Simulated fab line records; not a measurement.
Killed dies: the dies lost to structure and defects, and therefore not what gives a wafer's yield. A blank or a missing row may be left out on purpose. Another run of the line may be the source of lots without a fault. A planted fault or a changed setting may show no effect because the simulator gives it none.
2 desks looking at one fault	flow nand-harc	every desk sees just its own numbers, and what lay behind them comes last

## AT THE METROLOGY DESK
What the gauges read for every lot (on any tool): the sampled wafers with a number, averaged. The brackets show how far a lot's mean lies from the usual mean; more than 4 standard deviations puts the lot out of limits, marked OUT.
Columns: A = thk-nm at NHARC_P_M2_THK_MEAS_24, usual 144.5 nm
lot	first seen here	A
L985	day 10 11:35	139.6
L990	day 12 04:23	144.7
L992	day 12 14:55	146.0
L991	day 12 17:35	146.7
L993	day 13 04:37	144.1
L994	day 13 13:21	143.5
L996	day 14 05:13	143.7
L997	day 15 01:37	143.4
L998	day 15 12:04	144.5
L100	day 16 02:44	144.2
L999	day 16 04:28	143.5
This desk found nothing out of limits on any of the 11 lots.

## THE TOOL OWNER'S DESK: cmp-01
The tool's own readings at NHARC_P_M2_CMP_23 (polishes, t overpolish 20 s, target thk 144.3 nm): means of the sampled wafers that have a number, for each lot that ran on this tool. The brackets show how far a lot's mean lies from the usual mean; more than 4 standard deviations puts the lot out of limits, marked OUT.
Columns: A = motor-current-A at NHARC_P_M2_CMP_23, usual 12.0 A; B = time-to-endpoint-s at NHARC_P_M2_CMP_23, usual 28.8 s
lot	first seen here	A	B
L985	day 10 11:17	11.9	19.3 (-4.3) OUT
L992	day 12 14:38	11.7	28.3
L991	day 12 17:17	12.0	30.5
L993	day 13 04:19	11.3	28.8
L994	day 13 13:04	11.9	26.5
L996	day 14 04:56	11.7	26.5
L997	day 15 01:19	11.9	25.2
L998	day 15 11:46	11.8	31.1
L999	day 16 04:08	11.9	27.1
This desk's verdict: out of limits on L985, starting with L985 at day 10 11:17 (time-to-endpoint-s at NHARC_P_M2_CMP_23). L992, L991, L993, L994, L996, L997, L998, L999: within limits.

## BROUGHT TOGETHER
An alarm could have come from the tool owner's desk at day 10 11:17, on L985.
Nothing out of limits was seen by the metrology desk.
The metrology desk has L985 on record, within its limits.
On cmp-01, each named lot ran NHARC_P_M2_CMP_23.

## WHAT THE SIMULATOR HAD INSERTED
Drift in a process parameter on cmp-01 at NHARC_P_M2_CMP_23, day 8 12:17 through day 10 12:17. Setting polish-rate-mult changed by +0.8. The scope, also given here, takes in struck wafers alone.
Shown lots that were struck: L985.
Hours from the fault's start to each desk's first reading out of limits: the tool owner's desk, 47.
